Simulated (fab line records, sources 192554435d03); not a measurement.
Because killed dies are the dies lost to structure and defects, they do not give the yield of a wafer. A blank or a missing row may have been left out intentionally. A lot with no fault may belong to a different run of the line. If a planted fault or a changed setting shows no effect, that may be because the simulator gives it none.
Chamber matching || flow n5Finfet || rieDiel-06 running N5_SD_EPI_P_ETCH_16: 4 sister chambers
The step etches SiO2 in CHF3/O2, target depth 5 nm. 4 wafers are shown with their chamber, then 7 later ones without.

## WAFERS PAIRED WITH THEIR CHAMBERS
{"wafer": "L080.5", "chamber": 3, "drypumpMotorCurrentA (A)": 5.8}
{"wafer": "L083.5", "chamber": 1, "drypumpMotorCurrentA (A)": 5.9}
{"wafer": "L090.1", "chamber": 0, "drypumpMotorCurrentA (A)": 5.8}
{"wafer": "L090.2", "chamber": 2, "drypumpMotorCurrentA (A)": 5.2}

## WAFERS WITH NO CHAMBER GIVEN
{"wafer": "L090.6", "drypumpMotorCurrentA (A)": 5.2}
{"wafer": "L092.3", "drypumpMotorCurrentA (A)": 5.8}
{"wafer": "L092.4", "drypumpMotorCurrentA (A)": 5.7}
{"wafer": "L092.6", "drypumpMotorCurrentA (A)": 5.7}
{"wafer": "L093.1", "drypumpMotorCurrentA (A)": 5.2}
{"wafer": "L093.3", "drypumpMotorCurrentA (A)": 5.9}
{"wafer": "L093.4", "drypumpMotorCurrentA (A)": 5.7}

## EACH ONE'S CHAMBER
{"wafer": "L090.6", "from the rows above": 2, "in truth": 2}
{"wafer": "L092.3", "from the rows above": "can't be placed: 0 or 3 or 1", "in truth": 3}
{"wafer": "L092.4", "from the rows above": "can't be placed: 0 or 3 or 1", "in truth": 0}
{"wafer": "L092.6", "from the rows above": "can't be placed: 0 or 3 or 1", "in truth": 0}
{"wafer": "L093.1", "from the rows above": 2, "in truth": 2}
{"wafer": "L093.3", "from the rows above": "can't be placed: 1 or 0 or 3", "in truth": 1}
{"wafer": "L093.4", "from the rows above": "can't be placed: 0 or 3 or 1", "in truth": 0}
Correct placement for 2 of the 7. Not placeable from these rows: 5 (in 5, the candidates include the true chamber). Number placed wrongly: 0.
How it was worked out, from the rows above alone: a wafer's distance from a chamber is the root of the sum, over the readings, of the square of ((its reading less the chamber's mean) divided by the reading's scatter). If the next closest chamber is less than 2 further off than the closest, the wafer can't be placed; otherwise it belongs to the closest. The mean given for a chamber averages the wafers shown for that chamber. The scatter: root of mean squared gap, hidden wafer to nearest shown wafer, with one shown wafer a chamber.
